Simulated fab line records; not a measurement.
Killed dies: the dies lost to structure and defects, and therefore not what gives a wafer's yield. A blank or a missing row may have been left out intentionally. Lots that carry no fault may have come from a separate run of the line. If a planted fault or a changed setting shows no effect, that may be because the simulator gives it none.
Matching of chambers ; flow nand harc ; rie si-06 running NHARC_A_CHANNEL_FILL_D2_ETCHBACK_19: 4 sister chambers
The step etches the open film in HBr/Cl2, target depth 5 nm, time 1.7 s. 7 wafers are shown with their chamber, then 8 later ones without.

== WAFERS PAIRED WITH THEIR CHAMBERS ==
wafer;chamber;drypump motor current A (A);oes product au (a.u.)
L081.5;1;5.5;1.004
L083.2;0;5.5;0.979
L083.4;3;5.4;0.976
L086.1;1;5.6;0.990
L086.2;2;6.1;0.998
L086.5;2;6.1;1.001
L088.3;0;5.5;1.018

== WAFERS WITH NO CHAMBER GIVEN ==
wafer;drypump motor current A (A);oes product au (a.u.)
L088.5;5.5;0.990
L088.6;6.1;1.006
L091.1;5.5;1.015
L091.2;5.4;0.993
L091.3;6.1;1.017
L095.3;6.1;1.006
L095.4;5.5;1.005
L095.5;5.4;0.986

== CHAMBER TAKEN BY EACH ==
wafer;from the rows above;in truth
L088.5;can't be placed: 0 or 1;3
L088.6;2;2
L091.1;can't be placed: 0 or 1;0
L091.2;can't be placed: 3 or 0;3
L091.3;2;2
L095.3;2;2
L095.4;can't be placed: 0 or 1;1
L095.5;can't be placed: 3 or 0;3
Correct placement for 3 of the 8. Can't be placed from these rows: 5 (the true chamber is among the candidates in 4). Number placed wrongly: 0.
How it was worked out, from the rows above alone: a wafer's distance from a chamber is the root of the sum, over the readings, of the square of ((its reading less the chamber's mean) divided by the reading's scatter). The wafer belongs to the nearest chamber; if the next one is less than 2 further off, it can't be placed. The mean given for a chamber averages the wafers shown for that chamber. The scatter: take each reading less its chamber's mean, square it, sum over the shown wafers, divide by the number of wafers less the number of chambers, and take the root.
